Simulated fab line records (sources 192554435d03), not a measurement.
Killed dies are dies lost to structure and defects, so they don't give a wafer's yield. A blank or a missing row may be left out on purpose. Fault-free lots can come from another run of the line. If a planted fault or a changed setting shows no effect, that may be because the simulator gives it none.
Chamber matching :: flow n5Finfet :: 4 sister chambers for N5_BEOL_M15_ETCH_61 on rieDiel-02
The step etches BARC in N2/H2, target depth 89 nm, overetch 26.7 nm, time 67.9 s. 4 wafers are shown with their chamber, then 7 later ones without.

WAFERS PAIRED WITH THEIR CHAMBERS
wafer: L088.1
chamber: 3
showerheadPlenumPTorr (Torr): 2.59

wafer: L088.4
chamber: 2
showerheadPlenumPTorr (Torr): 2.44

wafer: L089.1
chamber: 0
showerheadPlenumPTorr (Torr): 2.70

wafer: L089.3
chamber: 1
showerheadPlenumPTorr (Torr): 2.46

WAFERS WITHOUT THEIR CHAMBER
wafer: L089.6
showerheadPlenumPTorr (Torr): 2.46

wafer: L093.1
showerheadPlenumPTorr (Torr): 2.70

wafer: L093.4
showerheadPlenumPTorr (Torr): 2.59

wafer: L093.5
showerheadPlenumPTorr (Torr): 2.46

wafer: L096.1
showerheadPlenumPTorr (Torr): 2.69

wafer: L096.5
showerheadPlenumPTorr (Torr): 2.43

wafer: L096.6
showerheadPlenumPTorr (Torr): 2.46

WHICH CHAMBER EACH WENT THROUGH
wafer: L089.6
from the rows above: 1
in truth: 1

wafer: L093.1
from the rows above: 0
in truth: 0

wafer: L093.4
from the rows above: 3
in truth: 3

wafer: L093.5
from the rows above: 1
in truth: 1

wafer: L096.1
from the rows above: 0
in truth: 0

wafer: L096.5
from the rows above: 2
in truth: 2

wafer: L096.6
from the rows above: 1
in truth: 1
Correct placement for 7 of the 7. Left unplaced by these rows: 0. Number placed wrongly: 0.
How it was worked out, from the rows above alone: a wafer's distance from a chamber is the root of the sum, over the readings, of the square of ((its reading less the chamber's mean) divided by the reading's scatter). If the next closest chamber is less than 2 further off than the closest, the wafer can't be placed; otherwise it belongs to the closest. The mean given for a chamber averages the wafers shown for that chamber. The scatter: root of mean squared gap, hidden wafer to nearest shown wafer, with one shown wafer a chamber.
